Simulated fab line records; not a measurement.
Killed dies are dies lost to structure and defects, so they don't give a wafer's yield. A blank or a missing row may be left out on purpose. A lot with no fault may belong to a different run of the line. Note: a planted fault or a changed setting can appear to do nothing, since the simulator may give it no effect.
Matching of chambers    flow n5 finfet    N5_BEOL_M4_ETCH_69 on rie diel-05 has 4 sister chambers
The step etches SiARC in CF4, target depth 15.6 nm, time 26 s. 14 wafers are shown with their chamber, then 7 later ones without.

## WAFERS PAIRED WITH THEIR CHAMBERS
wafer   chamber  showerhead plenum p Torr (Torr)  drypump motor current A (A)  throttle valve pct (%)
L077.1  3        2.12                             5.3                          15.6
L077.2  1        2.11                             4.8                          15.0
L077.3  0        2.07                             5.3                          15.2
L080.3  1        2.11                             4.9                          15.0
L080.4  2        2.15                             5.6                          15.5
L080.6  0        2.07                             5.2                          15.3
L081.3  2        2.15                             5.6                          15.5
L081.4  1        2.11                             4.9                          15.0
L081.5  2        2.15                             5.6                          15.5
L088.2  1        2.10                             4.8                          15.1
L088.5  2        2.15                             5.6                          15.6
L088.6  1        2.10                             4.9                          15.1
L090.2  0        2.06                             5.3                          15.3
L090.4  1        2.10                             4.9                          15.1

SIGNATURES, as means of the wafers listed above
reading                   chamber 0  chamber 1  chamber 2  chamber 3  scatter within a chamber
showerhead plenum p Torr  2.0667     2.1050     2.1500     2.1200     0.00465
drypump motor current A   5.267      4.867      5.600      5.300      0.0447
throttle valve pct        15.267     15.050     15.525     15.600     0.054
Rule: a wafer's distance from a chamber is the root of the sum, over the readings, of the square of ((its reading less the chamber's mean) divided by the reading's scatter). The wafer belongs to the nearest chamber; if the next one is less than 2 further off, it can't be placed. The scatter: the root of (the sum of the squares of (reading less its chamber's mean) over the shown wafers, divided by (wafers less chambers)).

## WAFERS MISSING THEIR CHAMBER
wafer   showerhead plenum p Torr (Torr)  drypump motor current A (A)  throttle valve pct (%)
L090.5  2.14                             5.6                          15.6
L092.4  2.06                             5.2                          15.4
L092.5  2.11                             5.4                          15.2
L092.6  2.06                             5.2                          15.3
L093.1  2.06                             5.3                          15.4
L093.2  2.14                             5.6                          15.6
L093.6  2.14                             5.6                          15.6

## THE CHAMBER EACH PASSED THROUGH
wafer   from the rows above      in truth
L090.5  2                        2
L092.4  0                        0
L092.5  can't be placed: 3 or 0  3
L092.6  0                        0
L093.1  0                        0
L093.2  2                        2
L093.6  2                        2
6 of 7 placed correctly. These rows do not allow placing 1 (true chamber among the candidates in 1). Placed wrongly: 0.
